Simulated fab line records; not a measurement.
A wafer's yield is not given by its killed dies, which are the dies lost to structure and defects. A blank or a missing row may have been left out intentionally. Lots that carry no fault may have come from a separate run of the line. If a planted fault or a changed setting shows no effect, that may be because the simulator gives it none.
Which tool was responsible? | flow n5 finfet | 8 lots with 23 wafers sampled at 6 steps, on a route of 1938 steps

## WHAT THE GAUGES SHOWED, per wafer
N5_BEOL_M13_CD_MEAS_17: target cd 190 nm.
lot  | measured     | on        | cd nm (nm)
L341 | day 10 10:21 | cd sem-02 | 190.5 188.1 192.4
L343 | day 11 03:35 | cd sem-02 | 192.2 192.6
L346 | day 12 05:14 | cd sem-02 | 190.7 191.1 188.5
L347 | day 12 09:25 | cd sem-02 | 195.1 191.6 191.6
L350 | day 13 01:21 | cd sem-03 | 193.1 189.7 188.2
L352 | day 13 06:16 | cd sem-03 | 193.5 191.0 194.6
L354 | day 14 02:23 | cd sem-01 | 188.2 191.8 187.5
L357 | day 14 20:10 | cd sem-01 | 188.3 190.7 188.9

N5_BEOL_M13_CD_MEAS_28: target cd 209.5 nm.
lot  | measured     | on        | cd nm (nm)
L341 | day 10 10:41 | cd sem-01 | 207.0 208.8 209.0
L343 | day 11 04:02 | cd sem-01 | 209.7 208.4
L346 | day 12 05:41 | cd sem-02 | 208.6 210.1 209.0
L347 | day 12 09:44 | cd sem-02 | 207.8 206.6 209.0
L350 | day 13 01:40 | cd sem-01 | 209.4 210.4 210.3
L352 | day 13 06:43 | cd sem-03 | 209.1 209.2 209.9
L354 | day 14 02:42 | cd sem-03 | 222.0 223.3 219.9
L357 | day 14 20:37 | cd sem-01 | 221.7 220.5 222.4

N5_BEOL_M15_RC_MEAS_101.
lot  | measured     | on        | COMB_M10 (S/m)             | COMB_M11 (S/m)          | COMB_M12 (S/m)           | COMB_M12_max_site (S/m)   | COMB_M13 (S/m)          | COMB_M14 (S/m)          | COMB_M15 (S/m)          | COMB_M5 (S/m)           | COMB_M6 (S/m)           | COMB_M7 (S/m)           | COMB_M7_max_site (S/m)  | COMB_M8 (S/m)           | COMB_M8_max_site (S/m)  | COMB_M9 (S/m)           | SERP_M10 (ohm/um) | SERP_M11 (ohm/um) | SERP_M12 (ohm/um) | SERP_M13 (ohm/um) | SERP_M13_max_site (ohm/um) | SERP_M14 (ohm/um) | SERP_M5 (ohm/um) | SERP_M6 (ohm/um) | SERP_M7 (ohm/um) | SERP_M8 (ohm/um) | SERP_M9 (ohm/um)
L341 | day 11 05:42 | prober-01 | 1.49e-11 1.56e-11 1.89e-11 | 1.2e-11 1.8e-11 1.4e-11 | 1.05e-11 7.6e-12 9.4e-12 | 1.23e-11 9.4e-12 1.34e-11 | 2.8e-12 3.4e-12 4e-12   | 2.8e-12 2.7e-12 3.2e-12 | 2.8e-12 1.6e-12 2e-12   | 4.8e-11 3e-11 3.2e-11   | 2.1e-11 2.1e-11 1.6e-11 | 2e-11 2.5e-11 2.8e-11   | 3.1e-11 4.1e-11 3.5e-11 | 2.4e-11 2.3e-11 1.6e-11 | 4.4e-11 3.1e-11 2.3e-11 | 1.1e-11 1.2e-11 1.4e-11 | 2.97 2.93 3.05    | 2.83 3.01 3.03    | 0.642 0.624 0.596 | 0.319 0.317 0.310 | 0.322 0.321 0.315          | 0.177 0.177 0.173 | 40.5 38.3 40.2   | 13.3 14.0 15.3   | 13.5 13.7 13.3   | 14.0 15.3 12.4   | 2.99 2.88 3.15
L343 | day 12 00:37 | prober-01 | 1.73e-11 1.48e-11          | 1.5e-11 1.1e-11         | 4.5e-12 7.4e-12          | 7.4e-12 1.21e-11          | 5.6e-12 5.1e-12         | 3.7e-12 1.8e-12         | 3.2e-12 1.7e-12         | 4e-11 3.2e-11           | 3.7e-11 2.6e-11         | 2.3e-11 3.1e-11         | 3e-11 3.9e-11           | 2.5e-11 2.6e-11         | 3.1e-11 4.3e-11         | 1e-11 1.6e-11           | 3.26 2.92         | 3.08 3.25         | 0.621 0.619       | 0.316 0.320       | 0.319 0.324                | 0.154 0.177       | 35.9 38.5        | 14.4 14.2        | 13.9 13.4        | 14.7 13.7        | 3.00 3.11
L346 | day 12 18:28 | prober-02 | 1.73e-11 1.82e-11 1.1e-11  | 1.4e-11 1.1e-11 1.5e-11 | 7.4e-12 8e-12 4.9e-12    | 1.12e-11 1.05e-11 6.5e-12 | 4.8e-12 4.6e-12 5e-12   | 2.9e-12 4e-12 5.4e-12   | 3.4e-12 2.7e-12 3e-12   | 3.3e-11 3.4e-11 3.4e-11 | 2.6e-11 2.7e-11 2.7e-11 | 2.2e-11 2.1e-11 2.9e-11 | 2.9e-11 2.8e-11 4.2e-11 | 3e-11 2.6e-11 2.6e-11   | 3.8e-11 5.2e-11 3.9e-11 | 1.1e-11 9e-12 1.9e-11   | 2.92 2.96 3.06    | 3.17 2.90 2.99    | 0.653 0.602 0.611 | 0.320 0.322 0.300 | 0.322 0.325 0.302          | 0.174 0.157 0.159 | 37.3 40.7 43.3   | 13.9 14.4 15.0   | 12.9 14.3 13.6   | 13.8 13.4 13.4   | 3.01 2.99 3.29
L347 | day 13 00:23 | prober-02 | 1.28e-11 1.64e-11 1.19e-11 | 1.2e-11 1.9e-11 1.3e-11 | 5.8e-12 6.9e-12 7.3e-12  | 8.3e-12 9.1e-12 1.1e-11   | 5.5e-12 4.3e-12 5.9e-12 | 3.4e-12 4.3e-12 4.2e-12 | 2.8e-12 2.9e-12 3.7e-12 | 4.2e-11 4.1e-11 3.9e-11 | 2.8e-11 1.9e-11 2.2e-11 | 2.1e-11 2.4e-11 2.5e-11 | 3.2e-11 3.7e-11 3.3e-11 | 2.2e-11 2.1e-11 1.6e-11 | 3e-11 3e-11 2.3e-11     | 1.1e-11 1.4e-11 1.4e-11 | 2.93 3.26 3.07    | 3.43 3.16 3.15    | 0.628 0.618 0.654 | 0.329 0.309 0.309 | 0.335 0.313 0.312          | 0.159 0.163 0.157 | 40.6 38.8 39.1   | 14.5 14.1 14.6   | 14.4 13.9 14.6   | 14.5 14.0 13.7   | 2.99 3.04 3.33
L350 | day 13 20:41 | prober-01 | 8.3e-12 9.2e-12 1.31e-11   | 9e-12 1.1e-11 9e-12     | 8.2e-12 7.2e-12 7.1e-12  | 1.07e-11 8.5e-12 1.11e-11 | 3.9e-12 3.1e-12 3.5e-12 | 3.6e-12 1.6e-12 2.8e-12 | 2.2e-12 2.8e-12 2.1e-12 | 3.7e-11 3.5e-11 5e-11   | 2.7e-11 3.9e-11 2.8e-11 | 2.8e-11 2.4e-11 2.3e-11 | 4.1e-11 4.1e-11 4.5e-11 | 2e-11 1.8e-11 2.2e-11   | 2.7e-11 2.6e-11 2.6e-11 | 1.5e-11 1.5e-11 1.3e-11 | 3.24 3.04 3.07    | 3.25 3.06 3.18    | 0.657 0.625 0.648 | 0.301 0.318 0.303 | 0.303 0.323 0.307          | 0.153 0.169 0.154 | 38.0 37.5 35.7   | 14.2 14.5 14.5   | 13.4 13.5 13.3   | 12.8 15.0 14.2   | 3.06 3.00 3.10
L352 | day 13 21:37 | prober-01 | 8.6e-12 1.26e-11 1.71e-11  | 1.2e-11 1e-11 1.2e-11   | 5.8e-12 5.5e-12 6e-12    | 6.7e-12 1.13e-11 1.08e-11 | 5.7e-12 3.4e-12 2.4e-12 | 3.6e-12 3.9e-12 3.6e-12 | 1.8e-12 1.8e-12 2.1e-12 | 4e-11 4.5e-11 3.1e-11   | 3.2e-11 2.2e-11 2.4e-11 | 2.3e-11 2.9e-11 2.2e-11 | 3.2e-11 4.7e-11 2.9e-11 | 2.7e-11 2.4e-11 2e-11   | 3.8e-11 3.6e-11 3.5e-11 | 1.3e-11 1.4e-11 1e-11   | 2.98 3.17 3.14    | 3.12 3.06 3.23    | 0.655 0.648 0.675 | 0.327 0.317 0.314 | 0.329 0.320 0.319          | 0.154 0.155 0.158 | 38.4 40.1 36.8   | 13.4 14.4 15.5   | 14.8 14.9 16.0   | 13.3 13.4 13.5   | 3.01 2.99 3.10
L354 | day 14 17:14 | prober-01 | 1.23e-11 1.44e-11 1.79e-11 | 1.4e-11 1.2e-11 1.5e-11 | 5e-12 5.5e-12 5.7e-12    | 7.4e-12 8.7e-12 7.3e-12   | 4.5e-12 3.1e-12 3.7e-12 | 4.4e-12 4.6e-12 4.5e-12 | 2.1e-12 1.6e-12 2.3e-12 | 4.2e-11 2.9e-11 3.1e-11 | 3.8e-11 2.8e-11 2.8e-11 | 2.6e-11 2e-11 2.2e-11   | 3.5e-11 3.6e-11 4.4e-11 | 3.4e-11 2.4e-11 2.6e-11 | 4.1e-11 2.7e-11 4.5e-11 | 1.6e-11 1.4e-11 1.2e-11 | 2.85 2.95 3.18    | 3.20 3.26 3.12    | 0.629 0.636 0.618 | 0.295 0.269 0.291 | 0.296 0.270 0.295          | 0.167 0.150 0.159 | 37.0 37.0 40.0   | 14.7 14.1 14.6   | 12.5 13.0 12.8   | 13.0 13.9 13.5   | 2.96 2.94 3.25
L357 | day 15 17:46 | prober-01 | 1.07e-11 1.18e-11 1.12e-11 | 2.2e-11 1.4e-11 1.1e-11 | 6.7e-12 6.6e-12 6.5e-12  | 8.7e-12 9.8e-12 9.3e-12   | 3.6e-12 3.6e-12 4.2e-12 | 3.3e-12 2.5e-12 2.6e-12 | 2.2e-12 1.9e-12 1.4e-12 | 4.6e-11 3e-11 3.6e-11   | 1.8e-11 1.8e-11 2.6e-11 | 2.3e-11 2.1e-11 2.2e-11 | 4.5e-11 2.8e-11 3e-11   | 2.8e-11 2.3e-11 2.9e-11 | 5.1e-11 3.9e-11 3.6e-11 | 1.5e-11 1e-11 8e-12     | 3.15 3.06 3.12    | 3.13 3.11 3.33    | 0.655 0.593 0.660 | 0.296 0.297 0.293 | 0.299 0.300 0.297          | 0.168 0.167 0.154 | 35.9 39.9 36.9   | 15.3 13.1 14.1   | 13.8 14.2 14.9   | 14.4 13.5 14.7   | 3.25 2.88 3.30

## TOOL THAT RAN EACH LOT (tool first, then ch and the chambers of the sampled wafers, then the start)
lot  | N5_BEOL_M13_ILD_DEP_00          | N5_BEOL_M13_STRIP_63                 | N5_BEOL_M13_EXPOSE_25
L341 | pecvd-02 ch 0,1, day 10 09:17   | plasma asher-02 ch 0,1, day 10 10:08 | krf scanner-01 ch 0, day 10 10:30
L343 | pecvd-04 ch 0,1, day 11 02:09   | plasma asher-02 ch 0,1, day 11 03:22 | krf scanner-02 ch 0, day 11 03:52
L346 | pecvd-02 ch 0,1,2, day 12 04:02 | plasma asher-02 ch 0,1, day 12 05:02 | krf scanner-02 ch 0, day 12 05:31
L347 | pecvd-02 ch 0,1, day 12 07:55   | plasma asher-02 ch 0,1, day 12 09:13 | krf scanner-02 ch 0, day 12 09:34
L350 | pecvd-04 ch 1,2, day 13 00:09   | plasma asher-02 ch 0,1, day 13 01:08 | krf scanner-02 ch 0, day 13 01:30
L352 | pecvd-04 ch 0,1,2, day 13 05:11 | plasma asher-01 ch 0,1, day 13 06:04 | krf scanner-01 ch 0, day 13 06:32
L354 | pecvd-04 ch 0,1,2, day 14 00:54 | plasma asher-01 ch 0,1, day 14 02:10 | krf scanner-02 ch 0, day 14 02:32
L357 | pecvd-01 ch 1,2, day 14 18:55   | plasma asher-01 ch 0,1, day 14 19:58 | krf scanner-02 ch 0, day 14 20:28
- N5_BEOL_M13_ILD_DEP_00: deposits SiOC from DEMS/O2, target thk 837.92 nm, time 166.4 s.
- N5_BEOL_M13_STRIP_63: strips in N2/H2.
- N5_BEOL_M13_EXPOSE_25: exposes mask M13, target cd 210 nm.

## WHAT THE TOOLS THEMSELVES READ (means of the sampled wafers that have a number; where no wafer has one, the mark that the record gives instead)
N5_BEOL_M13_ILD_DEP_00.
lot  | tool     | chamber pressure Torr (Torr) | heater power w (W) | showerhead plenum p Torr (Torr) | throttle valve pct (%)
L341 | pecvd-02 | 5.005                        | 437                | 5.698                           | 12.7
L343 | pecvd-04 | 5.004                        | 478                | 5.717                           | 11.8
L346 | pecvd-02 | 5.014                        | 476                | 5.701                           | 12.3
L347 | pecvd-02 | 5.005                        | 456                | 5.703                           | 12.7
L350 | pecvd-04 | 4.990                        | 507                | 5.707                           | 11.7
L352 | pecvd-04 | 5.011                        | 516                | 5.705                           | 11.5
L354 | pecvd-04 | 5.001                        | 515                | 5.709                           | 11.4
L357 | pecvd-01 | 5.001                        | 468                | 5.669                           | 11.8

N5_BEOL_M13_STRIP_63.
lot  | tool            | drypump motor current A (A) | heater power w (W) | oes product au (a.u.) | strip time to endpoint s (s)
L341 | plasma asher-02 | 5.50                        | 313                | 0.668                 | 26.9
L343 | plasma asher-02 | 5.47                        | 316                | 0.671                 | 27.5
L346 | plasma asher-02 | 5.49                        | 312                | 0.675                 | 28.2
L347 | plasma asher-02 | 5.50                        | 316                | 0.669                 | 25.7
L350 | plasma asher-02 | 5.46                        | 310                | 0.678                 | 27.7
L352 | plasma asher-01 | 5.69                        | 353                | 0.682                 | 27.9
L354 | plasma asher-01 | 5.68                        | 351                | 0.677                 | 28.3
L357 | plasma asher-01 | 5.71                        | 348                | 0.678                 | 28.9

N5_BEOL_M13_EXPOSE_25.
lot  | tool           | exposure dose mJ cm2
L341 | krf scanner-01 | 21.999
L343 | krf scanner-02 | 21.979
L346 | krf scanner-02 | 21.996
L347 | krf scanner-02 | 22.002
L350 | krf scanner-02 | 22.001
L352 | krf scanner-01 | 21.993
L354 | krf scanner-02 | 25.038
L357 | krf scanner-02 | 24.425

## THE ANSWER, worked out from the rows above alone
Rule: usual is defined by the lots themselves. The widest of any qualifying gaps counts: lots, ordered by their means at a reading, are off when they make up no more than a third of the lots, leave a main group of 4 or more, and stand apart from it by 3 or more times the standard deviation of that group's means. A main group is skipped when, at the precision printed for the reading in the tables above, its means are all equal. A lot without any number at a reading at which 4 lots or more have one is off too. Any other lot the step has rows for is counted as sound. Order of review: gauges by route order, followed by the tools' own readings, for which a lot's mean as printed above is used. The first step at which some lot is off is used, and at that step the reading that is off furthest; a lot without a number counts as furthest.
Off: L354, L357, at N5_BEOL_M13_CD_MEAS_28 (cd nm). Main group: mean 209.0 nm, sd 0.74.
A tool fits if, at a process step before that reading, it ran every lot that is off, and no sound lot after the first of them. Not tried: the gauges at N5_BEOL_M13_CD_MEAS_28; whatever is off there is also off at N5_BEOL_M15_RC_MEAS_101, on other tools, and gauge error can't account for it. Can't be told from this: 2 tools fit, plasma asher-01 at N5_BEOL_M13_STRIP_63, krf scanner-02 at N5_BEOL_M13_EXPOSE_25.

## WHAT THE SIMULATOR PUT IN
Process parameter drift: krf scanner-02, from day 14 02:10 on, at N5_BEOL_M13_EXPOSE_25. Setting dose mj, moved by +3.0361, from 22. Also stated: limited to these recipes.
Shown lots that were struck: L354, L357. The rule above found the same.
